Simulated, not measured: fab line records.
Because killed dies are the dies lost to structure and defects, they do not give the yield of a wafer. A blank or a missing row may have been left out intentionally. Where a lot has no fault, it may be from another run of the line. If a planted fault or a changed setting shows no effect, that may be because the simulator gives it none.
Matching of chambers | flow nand-harc | 3 sister chambers for NHARC_A_CONTACT_DEP_85 on pecvd-03
The step deposits SiON, target thk 60 nm. 6 wafers are shown with their chamber, then 9 later ones without.

## WAFERS PAIRED WITH THEIR CHAMBERS
wafer  | chamber | heater-power-w (W)
L082.1 | 0       | 799
L082.2 | 1       | 728
L082.4 | 2       | 763
L089.3 | 1       | 705
L089.5 | 0       | 780
L089.6 | 2       | 654

## WAFERS WITH NO CHAMBER GIVEN
wafer  | heater-power-w (W)
L095.1 | 693
L095.2 | 623
L095.5 | 707
L094.1 | 741
L094.4 | 718
L094.6 | 745
L096.1 | 675
L096.3 | 786
L096.6 | 705

## THE CHAMBER EACH PASSED THROUGH
wafer  | from the rows above          | in truth
L095.1 | can't be placed: 2 or 1 or 0 | 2
L095.2 | can't be placed: 2 or 1 or 0 | 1
L095.5 | can't be placed: 2 or 1 or 0 | 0
L094.1 | can't be placed: 1 or 2 or 0 | 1
L094.4 | can't be placed: 1 or 2 or 0 | 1
L094.6 | can't be placed: 1 or 2 or 0 | 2
L096.1 | can't be placed: 2 or 1 or 0 | 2
L096.3 | can't be placed: 0 or 1 or 2 | 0
L096.6 | can't be placed: 2 or 1 or 0 | 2
Placed correctly: 0 of 9. From these rows, 9 cannot be placed; in 9 the true chamber is one of the candidates. Wrongly placed: 0.
How it was worked out, from the rows above alone: a wafer's distance from a chamber is the root of the sum, over the readings, of the square of ((its reading less the chamber's mean) divided by the reading's scatter). If the next closest chamber is less than 2 further off than the closest, the wafer can't be placed; otherwise it belongs to the closest. For every chamber, the mean is computed from those of its wafers that are shown. The scatter: take each reading less its chamber's mean, square it, sum over the shown wafers, divide by the number of wafers less the number of chambers, and take the root.
